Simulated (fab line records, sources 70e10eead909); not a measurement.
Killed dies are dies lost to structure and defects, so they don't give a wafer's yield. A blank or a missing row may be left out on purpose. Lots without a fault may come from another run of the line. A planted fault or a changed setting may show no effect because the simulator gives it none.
fab line records | flow nand_harc
record lots=12 wafers=36 last_day=33
route steps=1302 shown P_STI@96 P_GATE@119 END@1302
lots that met no fault: from a run of the same line without faults
start_h: hours from the record's first day to the start of the lot's first wafer shown | wait_h: hours since the lot's step before | " the same as in the row above | L1.1+2: a row that stands for several wafers | - no value, or no start given | * or withheld: withheld | < > ~ a bound
route shown NAME@n: a module of which the file shows steps, and the number in the route of the first | usual: mean/standard deviation of fault-free wafers | same: alike in all rows | chamber/n: place in a boat | sites: the reading at each site | _std_site: their standard deviation | _edge_site: outer sites' mean less inner sites' | radius_mm: how far each site lies from the wafer's centre | mask NAME#n: copy n | behind: the tool/chamber that last shaped the wafer | hold: why the lot was held/for how many hours/how that ended | device: the transistor (n, p or np) that didn't switch | end of line: the same wafers' tests at the end of the route | a step without rows: its recipe alone | killed: dies lost to structure and defects at the first sort, not the wafer's yield | map: a wafer's dies, x killed, . not, _ none there
set.NAME: the setting as run; set.NAME@STEP: as run at that earlier step | model.NAME: the simulator's own value behind a step, which no gauge read
steps of the route over a sample of lots; a table a step, a row a wafer
services: from which hour (start_h, from the record's first day; less than 0 if before it) a tool's chamber was out of use, for how many hours, and why
## steps
# step NHARC_P_STI_OCD_MEAS_43
# usual trench_depth_nm=303/4.2 trench_foot_cd_nm=158.7/2.3
# columns lot.wafer tool chamber start_h wait_h trench_depth_nm trench_foot_cd_nm
L220.1 ocd-02 - 55.34 - 305 158.0
L220.4 " - " " 293 160.9
L220.5 " - " " 305 159.2
L222.1 ocd-01 - 77.85 - 308 157.9
L222.3 " - " " 300 158.4
L222.4 " - " " 297 159.4
L224.1 ocd-02 - 94.42 - 305 153.9
L224.4 " - " " 303 158.9
L224.6 " - " " 302 156.9
L225.2 ocd-01 - 106.29 - 306 160.7
L225.4 " - " " 304 158.9
L225.6 " - " " 310 158.2
L227.2 ocd-01 - 125.92 - 305 160.3
L227.5 " - " " 309 159.5
L227.6 " - " " 297 158.8
L228.2 ocd-01 - 135.43 - 304 158.5
L228.3 " - " " 303 157.8
L228.4 " - " " 308 153.9
L229.1 ocd-02 - 143.86 - 309 160.7
L229.2 " - " " 305 158.7
L229.6 " - " " 304 161.3
L232.2 ocd-01 - 174.03 - 306 152.4
L232.4 " - " " 305 152.1
L232.5 " - " " 309 152.4
L236.2 ocd-02 - 214.22 - 309 157.3
L236.3 " - " " 299 157.1
L236.6 " - " " 308 159.4
L237.3 ocd-02 - 226.14 - 305 155.8
L237.5 " - " " 307 159.0
L237.6 " - " " 301 155.2
L241.1 ocd-02 - 266.60 - 301 157.1
L241.2 " - " " 308 158.7
L241.6 " - " " 308 158.7
L242.1 ocd-01 - 277.98 - 300 160.6
L242.3 " - " " 306 158.3
L242.5 " - " " 298 157.3
# step NHARC_P_GATE_EXPOSE_08
# recipe na=0.6 dose_mj=16.75 mask_id=P_HV
# usual exposure_dose_mJ_cm2=16.746/0.015
# columns lot.wafer tool chamber start_h wait_h mask exposure_dose_mJ_cm2
L220.1 krf_scanner-04 0 92.33 - P_HV#0 16.733
L220.4 " 0 " " P_HV#0 16.723
L220.5 " 0 " " P_HV#0 16.761
L222.1 krf_scanner-04 0 110.86 - P_HV#0 16.743
L222.3 " 0 " " P_HV#0 16.753
L222.4 " 0 " " P_HV#0 16.771
L224.1 krf_scanner-02 0 129.45 - P_HV#0 16.759
L224.4 " 0 " " P_HV#0 16.757
L224.6 " 0 " " P_HV#0 16.750
L225.2 krf_scanner-03 0 141.73 - P_HV#0 16.717
L225.4 " 0 " " P_HV#0 16.722
L225.6 " 0 " " P_HV#0 16.729
L227.2 krf_scanner-02 0 161.95 - P_HV#0 16.758
L227.5 " 0 " " P_HV#0 16.752
L227.6 " 0 " " P_HV#0 16.755
L228.2 krf_scanner-02 0 169.93 - P_HV#0 16.766
L228.3 " 0 " " P_HV#0 16.769
L228.4 " 0 " " P_HV#0 16.759
L229.1 krf_scanner-04 0 177.54 - P_HV#0 16.747
L229.2 " 0 " " P_HV#0 16.766
L229.6 " 0 " " P_HV#0 16.718
L232.2 krf_scanner-04 0 209.17 - P_HV#0 16.735
L232.4 " 0 " " P_HV#0 16.745
L232.5 " 0 " " P_HV#0 16.732
L236.2 krf_scanner-04 0 248.76 - P_HV#0 16.381
L236.3 " 0 " " P_HV#0 16.371
L236.6 " 0 " " P_HV#0 16.370
L237.3 krf_scanner-04 0 260.86 - P_HV#0 16.380
L237.5 " 0 " " P_HV#0 16.393
L237.6 " 0 " " P_HV#0 16.398
L241.1 krf_scanner-04 0 304.68 - P_HV#0 16.386
L241.2 " 0 " " P_HV#0 16.389
L241.6 " 0 " " P_HV#0 16.388
L242.1 krf_scanner-03 0 317.33 - P_HV#0 16.732
L242.3 " 0 " " P_HV#0 16.752
L242.5 " 0 " " P_HV#0 16.737
# step NHARC_P_GATE_DESCUM_13
# recipe time_s=3 o2_flow_sccm=200 ar_flow_sccm=0 bias_power_w=0 chemistry=O2
# usual drypump_motor_current_A=5.7/0.46 mfc_ar_sccm=0.008/0.0091 oes_product_au=0.998/0.01 rf_vpp_V=57.8/0.95 showerhead_plenum_p_Torr=1.91/0.1 throttle_valve_pct=11.311/0.0089
# same bias_power_w=0 time_s=3
# columns lot.wafer tool chamber start_h wait_h drypump_motor_current_A mfc_ar_sccm oes_product_au rf_hours_counter_h rf_vpp_V showerhead_plenum_p_Torr throttle_valve_pct
L220.4 rie_diel-04 1 92.67 - 5.8 0 0.998 3.0 58.0 1.94 11.313
L220.1 " 2 " " 6.7 0.018 1.003 3.7 57.6 1.80 11.301
L220.5 " 3 " " 5.9 0 0.988 - 56.9 1.87 11.326
L222.3 rie_diel-13 3 111.18 - 4.8 0 1.011 9.1 57.8 2.01 11.317
L222.4 " 0 " " 5.9 0.014 1.021 7.7 58.7 1.84 11.313
L222.1 " 2 " " 5.6 0.017 1.012 8.1 55.1 1.92 11.309
L224.1 rie_diel-04 2 129.77 - 6.7 0.018 0.996 5.8 57.6 1.80 11.309
L224.4 " 3 " " 5.9 0 0.967 6.2 57.2 1.87 11.306
L224.6 " 2 " " 6.7 0.018 0.988 - 57.7 1.80 11.316
L225.4 rie_diel-13 2 142.04 - 5.5 0.017 1.002 9.6 57.5 1.92 11.323
L225.2 " 1 " " 5.3 0.002 0.991 8.2 56.8 2.03 11.316
L225.6 " 2 " " 5.5 0.017 1.003 - 59.2 1.92 11.321
L227.2 rie_diel-13 3 162.30 - 4.9 0 1.012 11.1 58.8 2.01 11.326
L227.5 " 0 " " 5.8 0.014 1.022 - 58.7 1.84 11.303
L227.6 " 1 " " 5.3 0.002 0.998 - 57.0 2.03 11.303
L228.3 rie_diel-09 1 170.25 - 5.7 0.025 0.999 1.7 56.4 1.79 11.324
L228.4 " 2 " " 5.5 0 0.991 1.7 58.6 1.80 11.316
L228.2 " 3 " " 5.5 0.011 0.991 1.9 58.7 2.06 11.316
L229.1 rie_diel-04 0 177.87 - 5.3 0 0.995 8.6 57.4 2.05 11.316
L229.2 " 2 " " 6.7 0.018 1.000 8.5 58.2 1.80 11.299
L229.6 " 0 " " 5.3 0 1.002 - 58.3 2.05 11.306
L232.4 rie_diel-04 2 209.50 - 6.8 0.018 0.996 1.6 57.5 1.80 11.324
L232.2 " 3 " " 5.9 0 1.003 2.0 57.2 1.87 11.326
L232.5 " 1 " " 5.7 0 0.986 - 58.8 1.94 11.298
L236.3 rie_diel-09 0 249.07 - 6.4 0 1.003 4.8 57.3 1.86 11.301
L236.2 " 3 " " 5.4 0.011 0.978 4.5 57.3 2.06 11.309
L236.6 " 0 " " 6.4 0 1.003 - 57.2 1.86 11.296
L237.3 rie_diel-13 0 261.17 - 5.8 0.014 0.996 5.1 57.0 1.84 11.300
L237.6 " 3 " " 4.8 0 0.988 - 58.6 2.01 11.302
L237.5 " 0 " " 5.9 0.014 0.998 - 57.3 1.84 11.309
L241.2 rie_diel-09 3 305.01 - 5.4 0.011 1.002 7.0 59.4 2.05 11.302
L241.1 " 0 " " 6.4 0 1.012 7.6 56.9 1.86 11.330
L241.6 " 3 " " 5.4 0.011 0.998 - 57.6 2.05 11.304
L242.3 rie_diel-09 1 317.66 - 5.7 0.025 0.985 9.2 57.1 1.78 11.315
L242.1 " 3 " " 5.4 0.011 0.997 8.3 58.2 2.05 11.306
L242.5 " 0 " " 6.4 0 1.006 - 58.8 1.86 11.308
# step NHARC_P_GATE_DESCUM_31
# recipe time_s=3 o2_flow_sccm=200 ar_flow_sccm=0 bias_power_w=0 chemistry=O2
# usual drypump_motor_current_A=5.7/0.46 mfc_ar_sccm=0.007/0.0089 oes_product_au=0.998/0.0091 rf_vpp_V=57.8/0.95 showerhead_plenum_p_Torr=1.92/0.1 throttle_valve_pct=11.311/0.0081
# same bias_power_w=0 time_s=3
# columns lot.wafer tool chamber start_h wait_h drypump_motor_current_A mfc_ar_sccm oes_product_au rf_hours_counter_h rf_vpp_V showerhead_plenum_p_Torr throttle_valve_pct
L220.1 rie_diel-04 1 113.16 0.1 5.8 0 0.988 5.9 57.5 1.94 11.311
L220.4 " 3 " " 5.9 0 0.999 - 56.7 1.87 11.318
L220.5 " 0 " " 5.4 0 0.997 - 58.4 2.05 11.317
L222.4 rie_diel-09 0 125.37 0.1 6.4 0 1.001 7.4 57.8 1.87 11.315
L222.3 " 2 " " 5.5 0 0.999 4.9 57.5 1.80 11.311
L222.1 " 3 " " 5.4 0.011 0.981 6.9 59.4 2.06 11.306
L224.1 rie_diel-04 2 143.80 0.1 6.7 0.018 1.011 6.4 58.6 1.80 11.318
L224.4 " 1 " " 5.7 0 0.985 7.3 58.1 1.94 11.312
L224.6 " 3 " " 5.9 0 0.988 - 55.7 1.87 11.326
L225.2 rie_diel-13 1 156.37 0.1 5.3 0.002 1.000 8.5 57.1 2.03 11.289
L225.4 " 0 " " 5.9 0.014 1.023 - 57.1 1.84 11.319
L225.6 " 1 " " 5.3 0.002 0.993 - 57.7 2.03 11.312
L227.2 rie_diel-13 3 178.39 0.1 4.8 0 0.999 0.7 57.9 2.01 11.305
L227.6 " 2 " " 5.5 0.017 0.994 - 58.6 1.92 11.318
L227.5 " 3 " " 4.8 0 1.003 - 57.9 2.01 11.317
L228.3 rie_diel-13 2 185.29 0.1 5.5 0.017 1.005 1.0 58.5 1.92 11.322
L228.4 " 0 " " 5.8 0.014 1.008 0.9 59.5 1.84 11.328
L228.2 " 1 " " 5.4 0.002 0.993 0.8 58.4 2.03 11.302
L229.2 rie_diel-09 0 191.62 0.1 6.5 0 0.990 3.9 56.6 1.86 11.316
L229.1 " 1 " " 5.7 0.025 0.988 3.9 57.9 1.79 11.296
L229.6 " 3 " " 5.4 0.011 0.987 - 57.8 2.06 11.303
L232.4 rie_diel-09 1 223.66 0.1 5.7 0.025 1.000 5.2 56.6 1.78 11.319
L232.2 " 2 " " 5.5 0 0.995 4.6 57.2 1.80 11.317
L232.5 " 3 " " 5.4 0.011 0.990 - 58.8 2.06 11.303
L236.3 rie_diel-09 1 267.74 0.1 5.7 0.025 1.007 6.8 57.3 1.78 11.304
L236.2 " 2 " " 5.5 0 0.991 5.9 56.6 1.80 11.315
L236.6 " 0 " " 6.4 0 1.011 - 58.1 1.86 11.303
L237.3 rie_diel-09 0 275.10 0.1 6.4 0 0.998 6.8 57.5 1.86 11.313
L237.5 " 1 " " 5.7 0.025 1.007 - 58.7 1.78 11.311
L237.6 " 2 " " 5.5 0 0.994 - 58.3 1.80 11.318
L241.2 rie_diel-04 3 318.98 0.1 5.9 0 0.994 8.4 56.1 1.87 11.304
L241.1 " 0 " " 5.4 0 1.004 8.5 59.3 2.05 11.298
L241.6 " 0 " " 5.4 0 1.001 - 58.7 2.05 11.317
L242.1 rie_diel-09 1 332.02 0.1 5.7 0.025 1.000 0.1 55.4 1.78 11.304
L242.3 " 3 " " 5.4 0.011 1.003 0.1 59.2 2.05 11.321
L242.5 " 1 " " 5.7 0.025 1.008 - 56.9 1.78 11.293
# step NHARC_END_SORT_01
# recipe temp_c=25
# usual killed_at_array=55/19 killed_at_other=0.6/0.99 killed_at_periphery=4.2/2.6 killed_dies=60/18 killed_open=3.4/1.7 killed_short=2.3/1.5
# same gross_dies=677
# columns lot.wafer tool chamber start_h wait_h killed_at_array killed_at_other killed_at_periphery killed_dies killed_open killed_short
L225.2 prober-01 0 624.22 2.8 61 0 4 65 2 4
L225.4 prober-01 0 625.82 3.4 55 1 8 64 5 3
L225.6 prober-01 0 627.43 4.0 55 0 0 55 1 1
L236.2 prober-02 0 719.61 2.8 29 1 4 34 9 6
L236.3 prober-02 0 720.42 3.1 22 0 3 25 4 5
L236.6 prober-02 0 722.85 4.0 28 1 5 34 2 3
L237.3 prober-02 0 737.99 3.1 92 0 8 100 4 2
L237.5 prober-02 0 739.59 3.7 88 2 4 94 3 2
L237.6 prober-02 0 740.39 4.0 83 0 8 91 1 2
# killed by level:class
L225.2 A_CHANNEL_HOLE_D1:chamber_film_flake=24 A_CHANNEL_HOLE_D2:chamber_film_flake=14 A_STAIRCASE:chamber_film_flake=7 A_CONTACT:chamber_film_flake=6 A_CHANNEL_FILL_D2:chamber_film_flake=3 P_GATE:chamber_film_flake=2 P_GATE:geometric_particle:open=1 A_DECK1_JOINT:geometric_particle:short=1
L225.4 A_CHANNEL_HOLE_D1:chamber_film_flake=28 A_CHANNEL_HOLE_D2:chamber_film_flake=7 A_STAIRCASE:chamber_film_flake=6 P_BONDPAD:chamber_film_flake=4 A_CONTACT:chamber_film_flake=3 A_ONON_D2:geometric_particle:short=2 A_SGD_CUT:chamber_film_flake=2 A_SLIT:chamber_film_flake=2
L225.6 A_CHANNEL_HOLE_D1:chamber_film_flake=31 A_CHANNEL_HOLE_D2:chamber_film_flake=12 A_STAIRCASE:chamber_film_flake=5 A_CONTACT:chamber_film_flake=3 A_ONON_D1:geometric_particle:short=1 A_M1:geometric_particle:open=1 A_CHANNEL_FILL_D2:chamber_film_flake=1 A_SGD_CUT:chamber_film_flake=1
L236.2 A_CHANNEL_HOLE_D1:chamber_film_flake=12 A_CONTACT:geometric_particle:open=3 P_STI:chamber_film_flake=3 A_M0:geometric_particle:short=2 A_SLIT:chamber_film_flake=2 P_M2:geometric_particle:open=1 A_CHANNEL_FILL_D1:geometric_particle:short=1 A_DECK1_JOINT:geometric_particle:open=1
L236.3 A_CHANNEL_HOLE_D1:chamber_film_flake=10 A_CONTACT:geometric_particle:open=2 P_STI:chamber_film_flake=2 A_CONTACT:chamber_film_flake=2 P_CONTACT:geometric_particle:open=1 A_DECK1_JOINT:geometric_particle:short=1 A_ONON_D2:geometric_particle:short=1 A_CHANNEL_HOLE_D2:geometric_particle:short=1
L236.6 A_CHANNEL_HOLE_D1:chamber_film_flake=14 A_SLIT:chamber_film_flake=4 P_STI:chamber_film_flake=4 A_CONTACT:chamber_film_flake=4 A_ONON_D1:geometric_particle:open=1 A_ONON_D1:geometric_particle:short=1 A_CHANNEL_FILL_D2:geometric_particle:open=1 A_WL_FILL:geometric_particle:short=1
L237.3 A_CHANNEL_HOLE_D1:chamber_film_flake=36 A_SLIT:chamber_film_flake=20 A_CHANNEL_HOLE_D2:chamber_film_flake=20 P_M2:chamber_film_flake=6 A_CONTACT:chamber_film_flake=6 A_STAIRCASE:chamber_film_flake=3 A_CHANNEL_FILL_D2:chamber_film_flake=2 P_GATE:geometric_particle:open=1
L237.5 A_CHANNEL_HOLE_D1:chamber_film_flake=34 A_CHANNEL_HOLE_D2:chamber_film_flake=21 A_SLIT:chamber_film_flake=19 A_CONTACT:chamber_film_flake=6 P_M2:chamber_film_flake=3 A_CHANNEL_HOLE_D1:geometric_particle:open=2 A_CHANNEL_FILL_D2:chamber_film_flake=2 THIN_TSV:chamber_film_flake=2
L237.6 A_SLIT:chamber_film_flake=24 A_CHANNEL_HOLE_D1:chamber_film_flake=22 A_CHANNEL_HOLE_D2:chamber_film_flake=22 A_CONTACT:chamber_film_flake=8 P_CONTACT:chamber_film_flake=3 P_M2:chamber_film_flake=3 A_DECK1_JOINT:chamber_film_flake=2 P_ZERO_WELL:geometric_particle:short=1
## services
# columns tool chamber start_h hours kind
rie_diel-04 2 68.54 5.0 repair
rie_diel-04 - 77.98 1.0 repair
rie_diel-04 - 82.21 0.7 repair
krf_scanner-02 - 94.00 4.0 pm
rie_diel-04 2 109.66 6.8 repair
krf_scanner-02 - 125.07 0.7 repair
rie_diel-13 0 137.45 3.9 repair
rie_diel-09 - 143.13 9.0 pm
krf_scanner-02 - 155.64 1.2 repair
rie_diel-13 3 155.95 2.7 repair
rie_diel-13 2 158.24 3.8 repair
krf_scanner-03 - 161.55 1.0 repair
rie_diel-13 - 165.41 9.0 pm
rie_diel-04 - 177.97 9.0 pm
krf_scanner-04 - 182.00 4.0 pm
rie_diel-09 - 182.81 0.9 repair
rie_diel-09 0 227.22 16.6 repair
rie_diel-09 2 227.75 3.5 repair
krf_scanner-02 - 236.71 1.9 repair
krf_scanner-02 - 254.01 0.1 repair
krf_scanner-02 - 266.00 4.0 pm
rie_diel-09 2 311.39 3.0 repair
krf_scanner-02 - 316.87 0.8 repair
rie_diel-09 - 320.13 9.0 pm
## key
first_sign step=NHARC_P_GATE_EXPOSE_08 reading=exposure_dose_mJ_cm2 direction=down sigmas=24 usual=16.746 struck=16.384
effect none on later readings
met_at NHARC_P_GATE_EXPOSE_08
struck_lots L236,L237,L241
tester_left_out L236,L237,L241
not_acting_at NHARC_P_STI_OCD_MEAS_43,NHARC_P_GATE_DESCUM_13,NHARC_P_GATE_DESCUM_31
onset_between 209.17 248.76
fault kind=process_parameter_drift tool=krf_scanner-04 chamber=- onset_h=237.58 steps=NHARC_P_GATE_EXPOSE_08 channel=dose_mj offset=-0.35758 shape=step acts_in=these_recipes_only stated=16.75
# tester_left_out: of these lots the tester's yield and bins aren't shown, on N5 and GAA mostly nor the transistor test; their killed dies are dies lost to structure and defects alone, not to doping, threshold or leakage, so they don't give the yield
